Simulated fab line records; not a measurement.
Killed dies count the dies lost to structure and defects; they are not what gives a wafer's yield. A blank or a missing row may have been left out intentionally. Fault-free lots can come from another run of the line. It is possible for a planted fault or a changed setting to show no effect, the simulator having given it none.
fab line records | flow n5-finfet
record lots=7 | wafers=39
route steps=1938 shown ZERO_LAYER@4 FIN_SAQP@120 SD_EPI_N@288 SD_ACTIVATION@330
start-h: start of the lot's first displayed wafer, in hours after the record's first day | wait-h: how many hours have passed since the lot's step before this one | " as in the row above | L1.1+2: several wafers, shown together as one row | - value missing, or start not given | * or withheld: withheld | < > ~ a bound
route shown NAME@n: a module of which the file shows steps, and the number in the route of the first | usual: the fault-free wafers' mean and standard deviation | same: alike in all rows | chamber/n: place in a boat | sites: per-site readings | _std_site: how widely they spread, as a standard deviation | _edge_site: the outer-site mean with the inner-site mean subtracted | radius-mm: for every site, how far away it sits from the centre of the wafer | mask NAME#n: copy n | behind: tool/chamber where the wafer was last shaped | hold: what put the lot on hold/how long, in hours/how the hold closed | device: whichever transistor did not switch (one of n, p or np) | end of line: tests of these same wafers at the route's end | a step without rows: its recipe alone | killed: the dies lost at the first sort to structure and to defects; this is not the yield of the wafer | map: a wafer's dies, marking killed ones x, the rest . and places with no die _
set.NAME: the setting that was run; set.NAME@STEP: the one run at that earlier step | model.NAME: the simulator's own value behind a step, which no gauge read
lots whose settings were changed on purpose; a table a step, a row a wafer
## steps
# step N5_ZERO_LAYER_PECVD_02
# recipe material=SiO2 | target-thk-a=100 | temp-c=400 | precursor=SiH4/N2O | pressure-torr=0.75 | rf-w=275 | time-s=6
lot.wafer | tool     | chamber | start-h | wait-h | set.target-thk-a | model.SiO2_of_ZERO_LAYER_PECVD_02.thk-nm
L079.1    | pecvd-03 | 1       | 42.28   | 0.0    | 113.1            | 11.16
L079.2    | "        | 0       | "       | "      | 100              | 9.872
L079.3    | "        | 2       | "       | "      | 100              | 9.888
L079.4    | "        | 0       | "       | "      | 113.1            | 11.32
L079.5    | "        | 2       | "       | "      | 100              | 9.901
L079.6    | "        | 1       | "       | "      | 113.1            | 11.11
L081.3    | pecvd-03 | 0       | 54.28   | 0.0    | 100              | 10.03
L081.5    | "        | 1       | "       | "      | 100              | 10.05
L081.6    | "        | 0       | "       | "      | 100              | 10.31
L086.1    | pecvd-01 | 2       | 84.28   | 0.0    | 94.8             | 9.372
L086.2    | "        | 1       | "       | "      | 94.8             | 9.408
L086.3    | "        | 0       | "       | "      | 100              | 9.916
L086.4    | "        | 1       | "       | "      | 94.8             | 9.606
L086.5    | "        | 0       | "       | "      | 100              | 9.88
L086.6    | "        | 2       | "       | "      | 100              | 10.1
L090.1    | pecvd-01 | 1       | 108.28  | 0.0    | 100              | 9.916
L090.2    | "        | 2       | "       | "      | 104              | 10.19
L090.3    | "        | 0       | "       | "      | 100              | 9.912
L090.4    | "        | 0       | "       | "      | 104              | 10.4
L090.5    | "        | 2       | "       | "      | 100              | 10
L090.6    | "        | 1       | "       | "      | 104              | 10.63
L095.1    | pecvd-04 | 1       | 138.28  | 0.0    | 100              | 9.871
L095.2    | "        | 2       | "       | "      | 100              | 10.15
L095.3    | "        | 0       | "       | "      | 112.5            | 11.16
L095.4    | "        | 0       | "       | "      | 100              | 10.29
L095.5    | "        | 1       | "       | "      | 112.5            | 11.26
L095.6    | "        | 2       | "       | "      | 112.5            | 11.38
L096.1    | pecvd-04 | 0       | 144.28  | 0.0    | 111.5            | 11.31
L096.2    | "        | 2       | "       | "      | 100              | 10.04
L096.3    | "        | 1       | "       | "      | 111.5            | 10.91
L096.4    | "        | 0       | "       | "      | 100              | 9.995
L096.5    | "        | 2       | "       | "      | 111.5            | 11.32
L096.6    | "        | 1       | "       | "      | 100              | 10.09
L097.1    | pecvd-04 | 0       | 150.30  | 0.0    | 90.32            | 8.924
L097.2    | "        | 1       | "       | "      | 90.32            | 8.979
L097.3    | "        | 2       | "       | "      | 100              | 10.22
L097.4    | "        | 2       | "       | "      | 90.32            | 9.155
L097.5    | "        | 1       | "       | "      | 100              | 10.26
L097.6    | "        | 0       | "       | "      | 100              | 10.09
# step N5_FIN_SAQP_MANDREL_ETCH_22
# recipe target-depth-a=600 | chemistry=HBr/Cl2 | target=a-Si | stop-on=SiNx | bt-time-s=10 | over-etch-frac=0.5 | time-s=30 | pressure-mtorr=10 | icp-w=800 | bias-w=75 | HBr_flow_sccm=150 | Cl2_flow_sccm=80 | ends=end-point
lot.wafer | tool      | chamber | start-h | wait-h | set.target-depth-a | model.SOC_of_FIN_SAQP_COAT_49.thk-nm
L079.1    | rie-si-06 | 0       | 52.40   | 0.0    | 600                | 75.71
L079.2    | "         | 2       | "       | "      | 600                | 76.16
L079.3    | "         | 3       | "       | "      | 525.9              | 78.77
L079.4    | "         | 1       | "       | "      | 600                | 76.42
L079.5    | "         | 1       | "       | "      | 525.9              | 78.89
L079.6    | "         | 0       | "       | "      | 525.9              | 78.96
L081.3    | rie-si-01 | 2       | 64.55   | 0.0    | 600                | 76.6
L081.5    | "         | 0       | "       | "      | 600                | 75.9
L081.6    | "         | 3       | "       | "      | 600                | 75.88
L086.1    | rie-si-01 | 0       | 94.46   | 0.0    | 600                | 76.07
L086.2    | "         | 3       | "       | "      | 577.9              | 76.95
L086.3    | "         | 1       | "       | "      | 577.9              | 77.7
L086.4    | "         | 2       | "       | "      | 577.9              | 77.79
L086.5    | "         | 0       | "       | "      | 600                | 75.94
L086.6    | "         | 3       | "       | "      | 600                | 76.23
L090.1    | rie-si-06 | 2       | 117.94  | 0.0    | 634.8              | 75.16
L090.2    | "         | 0       | "       | "      | 600                | 75.81
L090.3    | "         | 3       | "       | "      | 634.8              | 74.05
L090.4    | "         | 1       | "       | "      | 600                | 76.29
L090.5    | "         | 2       | "       | "      | 600                | 76.55
L090.6    | "         | 3       | "       | "      | 634.8              | 74.01
L095.1    | rie-si-06 | 0       | 148.55  | 0.0    | 600                | 75.79
L095.2    | "         | 3       | "       | "      | 600                | 75.92
L095.3    | "         | 1       | "       | "      | 600                | 76.5
L095.4    | "         | 2       | "       | "      | 600                | 76.61
L095.5    | "         | 2       | "       | "      | 600                | 76.53
L095.6    | "         | 3       | "       | "      | 600                | 75.81
L096.1    | rie-si-02 | 0       | 153.77  | 0.0    | 600                | 76.45
L096.2    | "         | 2       | "       | "      | 600                | 75.42
L096.3    | "         | 1       | "       | "      | 600                | 76.39
L096.4    | "         | 3       | "       | "      | 600                | 76.35
L096.5    | "         | 0       | "       | "      | 600                | 76.55
L096.6    | "         | 1       | "       | "      | 600                | 76.14
L097.1    | rie-si-06 | 1       | 159.97  | 0.0    | 600                | 75.79
L097.2    | "         | 2       | "       | "      | 527                | 79.21
L097.3    | "         | 0       | "       | "      | 527                | 78.66
L097.4    | "         | 3       | "       | "      | 527                | 78.33
L097.5    | "         | 2       | "       | "      | 600                | 75.98
L097.6    | "         | 3       | "       | "      | 600                | 75.62
# step N5_SD_EPI_N_EPI_21
# recipe material=Si:P | dopant=P | temp-c=680 | pressure-torr=255 | time-s=690
lot.wafer    | tool         | chamber | start-h | wait-h | set.pressure-torr | model.Si-P_of_SD_EPI_N_EPI_21.thk-nm
L079.1       | epi-rpcvd-04 | 0       | 80.12   | 0.1    | 300.8             | 62.8
L079.2+4     | "            | 0       | "       | "      | 300.8             | 63.4
L079.3       | "            | 0       | "       | "      | 300.8             | 63.6
L079.5       | "            | 0       | "       | "      | 300.8             | 63.2
L079.6       | "            | 0       | "       | "      | 300.8             | 62.6
L081.3       | epi-rpcvd-01 | 0       | 92.84   | 0.7    | 255               | 58.8
L081.5       | "            | 0       | "       | "      | 255               | 58.2
L081.6       | "            | 0       | "       | "      | 255               | 58.6
L086.1+4     | epi-rpcvd-02 | 0       | 123.84  | 0.1    | 222.2             | 56.4
L086.2       | "            | 0       | "       | "      | 222.2             | 55.2
L086.3       | "            | 0       | "       | "      | 222.2             | 56
L086.5       | "            | 0       | "       | "      | 222.2             | 56.2
L086.6       | "            | 0       | "       | "      | 222.2             | 55.8
L090.1       | epi-rpcvd-04 | 0       | 148.12  | 0.4    | 255               | 58.4
L090.2+4+6   | "            | 0       | "       | "      | 255               | 59.2
L090.3       | "            | 0       | "       | "      | 255               | 59.4
L090.5       | "            | 0       | 150.78  | 2.7    | 255               | 58.8
L095.1       | epi-rpcvd-02 | 0       | 177.38  | 0.1    | 299.3             | 63
L095.2       | "            | 0       | "       | "      | 299.3             | 62.6
L095.3+4+5+6 | "            | 0       | "       | "      | 299.3             | 63.2
L096.1+4     | epi-rpcvd-02 | 0       | 181.78  | 0.1    | 225.6             | 56
L096.2       | "            | 0       | "       | "      | 225.6             | 56.6
L096.3       | "            | 0       | "       | "      | 225.6             | 56.4
L096.5+6     | "            | 0       | "       | "      | 225.6             | 56.2
L097.1       | epi-rpcvd-02 | 0       | 187.64  | 0.1    | 211.9             | 55.6
L097.2+5     | "            | 0       | "       | "      | 211.9             | 55.8
L097.3       | "            | 0       | "       | "      | 211.9             | 55.4
L097.4       | "            | 0       | "       | "      | 211.9             | 56
L097.6       | "            | 0       | "       | "      | 211.9             | 55.2
# step N5_SD_EPI_N_EPI_MEAS_23
# recipe mode=xrd
# usual thk-nm=58.9/1.1
lot.wafer | tool          | chamber | start-h | wait-h | set.pressure-torr@SD_EPI_N_EPI_21 | thk-nm
L079.1    | film-metro-02 | -       | 81.83   | 1.4    | 300.8                             | 63.6
L079.2    | "             | -       | "       | "      | 300.8                             | 62.8
L079.3    | "             | -       | "       | "      | 300.8                             | 63.2
L079.4    | "             | -       | "       | "      | 300.8                             | 63.6
L079.5    | "             | -       | "       | "      | 300.8                             | 63.5
L079.6    | "             | -       | "       | "      | 300.8                             | 61.9
L081.3    | film-metro-01 | -       | 94.00   | 0.9    | 255                               | 59.1
L081.5    | "             | -       | "       | "      | 255                               | 57.7
L081.6    | "             | -       | "       | "      | 255                               | 58.2
L086.1    | film-metro-02 | -       | 125.55  | 1.4    | 222.2                             | 56.9
L086.2    | "             | -       | "       | "      | 222.2                             | 54.9
L086.3    | "             | -       | "       | "      | 222.2                             | 57.3
L086.4    | "             | -       | "       | "      | 222.2                             | 55.5
L086.5    | "             | -       | "       | "      | 222.2                             | 55.7
L086.6    | "             | -       | "       | "      | 222.2                             | 54.4
L090.1    | film-metro-01 | -       | 152.16  | 3.4    | 255                               | 59.4
L090.2    | "             | -       | "       | "      | 255                               | 58.2
L090.3    | "             | -       | "       | "      | 255                               | 58.1
L090.4    | "             | -       | "       | "      | 255                               | 58.9
L090.5    | "             | -       | "       | "      | 255                               | 57.8
L090.6    | "             | -       | "       | "      | 255                               | 58.6
L095.1    | film-metro-02 | -       | 179.09  | 1.4    | 299.3                             | 63.6
L095.2    | "             | -       | "       | "      | 299.3                             | 62.9
L095.3    | "             | -       | "       | "      | 299.3                             | 62.4
L095.4    | "             | -       | "       | "      | 299.3                             | 62.9
L095.5    | "             | -       | "       | "      | 299.3                             | 63.8
L095.6    | "             | -       | "       | "      | 299.3                             | 64.3
L096.1    | film-metro-01 | -       | 183.49  | 1.4    | 225.6                             | 56.3
L096.2    | "             | -       | "       | "      | 225.6                             | 56.7
L096.3    | "             | -       | "       | "      | 225.6                             | 55.5
L096.4    | "             | -       | "       | "      | 225.6                             | 54.7
L096.5    | "             | -       | "       | "      | 225.6                             | 57.0
L096.6    | "             | -       | "       | "      | 225.6                             | 55.0
L097.1    | film-metro-02 | -       | 189.37  | 1.5    | 211.9                             | 56.1
L097.2    | "             | -       | "       | "      | 211.9                             | 56.6
L097.3    | "             | -       | "       | "      | 211.9                             | 56.1
L097.4    | "             | -       | "       | "      | 211.9                             | 53.5
L097.5    | "             | -       | "       | "      | 211.9                             | 56.1
L097.6    | "             | -       | "       | "      | 211.9                             | 55.0
# step N5_SD_EPI_N_PRECLEAN_24
# recipe chemistry=O3/DIW | time-s=60 | temp-c=22 | o3-ppm=10
lot.wafer    | tool         | chamber | start-h | wait-h | set.pressure-torr@SD_EPI_N_EPI_21 | model.Si-P_of_SD_EPI_N_EPI_21.thk-nm
L079.1       | wet-bench-02 | 7       | 81.87   | 0.0    | 300.8                             | 62.4
L079.2+4     | "            | 1,2     | "       | "      | 300.8                             | 63
L079.3       | "            | 0       | "       | "      | 300.8                             | 63.2
L079.5       | "            | 3       | "       | "      | 300.8                             | 62.6
L079.6       | "            | 4       | "       | "      | 300.8                             | 62.2
L081.3       | wet-bench-02 | 3       | 94.04   | 0.0    | 255                               | 58.4
L081.5       | "            | 2       | "       | "      | 255                               | 57.8
L081.6       | "            | 6       | "       | "      | 255                               | 58.2
L086.1+4     | wet-bench-02 | 5,0     | 125.59  | 0.0    | 222.2                             | 56
L086.2       | "            | 7       | "       | "      | 222.2                             | 54.8
L086.3       | "            | 6       | "       | "      | 222.2                             | 55.6
L086.5       | "            | 1       | "       | "      | 222.2                             | 55.8
L086.6       | "            | 4       | "       | "      | 222.2                             | 55.4
L090.1       | wet-bench-05 | 6       | 152.20  | 0.0    | 255                               | 58
L090.2+4+6   | "            | 7,2,1   | "       | "      | 255                               | 58.8
L090.3       | "            | 0       | "       | "      | 255                               | 59
L090.5       | "            | 3       | "       | "      | 255                               | 58.4
L095.1       | wet-bench-02 | 2       | 179.13  | 0.0    | 299.3                             | 62.6
L095.2       | "            | 7       | "       | "      | 299.3                             | 62.2
L095.3+4+5+6 | "            | 3,4,1,0 | "       | "      | 299.3                             | 62.8
L096.1+5+6   | wet-bench-01 | 7,4,2   | 183.53  | 0.0    | 225.6                             | 55.8
L096.2       | "            | 1       | "       | "      | 225.6                             | 56.2
L096.3       | "            | 3       | "       | "      | 225.6                             | 56
L096.4       | "            | 0       | "       | "      | 225.6                             | 55.6
L097.1       | wet-bench-05 | 7       | 189.41  | 0.0    | 211.9                             | 55.2
L097.2       | "            | 1       | "       | "      | 211.9                             | 55.4
L097.3+6     | "            | 0,2     | "       | "      | 211.9                             | 55
L097.4+5     | "            | 6,5     | "       | "      | 211.9                             | 55.6
# step N5_SD_EPI_N_SRD_25
# recipe time-s=30 | temp-c=23 | rinse-liquid=diw | dry=ipa-marangoni
# step N5_SD_EPI_N_PRECLEAN_49
# recipe chemistry=NF3:NH3 | afs-cycles=1 | temp-c=30 | time-s=20 | sublimation-temp-c=180 | sublimation-time-s=60 | pressure-torr=3 | rf-power-w=30
# step N5_SD_ACTIVATION_RTA_00
# recipe temp-c=975 | time-s=0 | ambient=N2 | idle-temp-c=600 | ramp-up-c-per-s=150 | ramp-down-c-per-s=60 | cool-to-c=600
# step N5_SD_ACTIVATION_LSA_01
# recipe temp-c=1080 | time-s=0.0008 | ambient=N2
# step N5_SD_ACTIVATION_RS_MEAS_03
# recipe thk-meas-gauge=four-point-probe
# usual RS_SD_N=21.92/0.25 | RS_SD_P=56.0/0.86
lot.wafer | tool          | chamber | start-h | wait-h | set.pressure-torr@SD_EPI_N_EPI_21 | RS_SD_N[ohm/sq] | RS_SD_P[ohm/sq]
L079.1    | film-metro-01 | -       | 87.85   | 0.2    | 300.8                             | 20.47           | 55.8
L079.2    | "             | -       | "       | "      | 300.8                             | 20.20           | 53.9
L079.3    | "             | -       | "       | "      | 300.8                             | 20.00           | 55.6
L079.4    | "             | -       | "       | "      | 300.8                             | 20.14           | 55.6
L079.5    | "             | -       | "       | "      | 300.8                             | 20.24           | 54.6
L079.6    | "             | -       | "       | "      | 300.8                             | 20.42           | 55.3
L081.3    | film-metro-02 | -       | 99.37   | 0.2    | 255                               | 21.86           | 57.3
L081.5    | "             | -       | "       | "      | 255                               | 22.16           | 57.5
L081.6    | "             | -       | "       | "      | 255                               | 21.92           | 56.6
L086.1    | film-metro-01 | -       | 132.94  | 0.2    | 222.2                             | 23.04           | 55.9
L086.2    | "             | -       | "       | "      | 222.2                             | 23.62           | 54.5
L086.3    | "             | -       | "       | "      | 222.2                             | 23.33           | 54.5
L086.4    | "             | -       | "       | "      | 222.2                             | 23.03           | 55.3
L086.5    | "             | -       | "       | "      | 222.2                             | 22.95           | 56.0
L086.6    | "             | -       | "       | "      | 222.2                             | 23.17           | 55.2
L090.1    | film-metro-01 | -       | 158.06  | 0.2    | 255                               | 22.11           | 56.0
L090.2    | "             | -       | "       | "      | 255                               | 21.72           | 56.3
L090.3    | "             | -       | "       | "      | 255                               | 21.52           | 55.0
L090.4    | "             | -       | "       | "      | 255                               | 21.95           | 55.8
L090.5    | "             | -       | "       | "      | 255                               | 21.93           | 56.2
L090.6    | "             | -       | "       | "      | 255                               | 22.00           | 55.7
L095.1    | film-metro-02 | -       | 185.20  | 0.2    | 299.3                             | 20.14           | 55.8
L095.2    | "             | -       | "       | "      | 299.3                             | 20.24           | 55.9
L095.3    | "             | -       | "       | "      | 299.3                             | 20.07           | 55.8
L095.4    | "             | -       | "       | "      | 299.3                             | 20.00           | 56.3
L095.5    | "             | -       | "       | "      | 299.3                             | 20.22           | 56.9
L095.6    | "             | -       | "       | "      | 299.3                             | 20.08           | 56.8
L096.1    | film-metro-01 | -       | 190.25  | 0.2    | 225.6                             | 23.34           | 56.9
L096.2    | "             | -       | "       | "      | 225.6                             | 23.20           | 57.0
L096.3    | "             | -       | "       | "      | 225.6                             | 23.46           | 56.9
L096.4    | "             | -       | "       | "      | 225.6                             | 23.46           | 56.9
L096.5    | "             | -       | "       | "      | 225.6                             | 23.36           | 57.6
L096.6    | "             | -       | "       | "      | 225.6                             | 23.55           | 56.4
L097.1    | film-metro-01 | -       | 194.86  | 0.2    | 211.9                             | 23.69           | 56.0
L097.2    | "             | -       | "       | "      | 211.9                             | 23.59           | 56.6
L097.3    | "             | -       | "       | "      | 211.9                             | 23.71           | 56.3
L097.4    | "             | -       | "       | "      | 211.9                             | 23.19           | 56.4
L097.5    | "             | -       | "       | "      | 211.9                             | 23.45           | 55.6
L097.6    | "             | -       | "       | "      | 211.9                             | 23.75           | 55.4
## key
split step=N5_ZERO_LAYER_PECVD_02 | setting=target-thk-a | stated=100 | by=wafer
response step=N5_ZERO_LAYER_PECVD_02 | reading=model.SiO2_of_ZERO_LAYER_PECVD_02.thk-nm | change=+0.102 | per=1% | r=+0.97
split step=N5_FIN_SAQP_MANDREL_ETCH_22 | setting=target-depth-a | stated=600 | by=wafer
response step=N5_FIN_SAQP_MANDREL_ETCH_22 | reading=model.SOC_of_FIN_SAQP_COAT_49.thk-nm | change=-0.246 | per=1% | r=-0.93
split step=N5_SD_EPI_N_EPI_21 | setting=pressure-torr | stated=255 | by=lot
response step=N5_SD_EPI_N_EPI_21 | reading=model.Si-P_of_SD_EPI_N_EPI_21.thk-nm | change=+0.226 | per=1% | r=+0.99
response step=N5_SD_EPI_N_EPI_MEAS_23 | reading=thk-nm | change=* | per=1% | r=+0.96
response step=N5_SD_EPI_N_PRECLEAN_24 | reading=model.Si-P_of_SD_EPI_N_EPI_21.thk-nm | change=+0.224 | per=1% | r=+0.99
response step=N5_SD_ACTIVATION_RS_MEAS_03 | reading=RS_SD_N | change=-0.101 | per=1% | r=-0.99
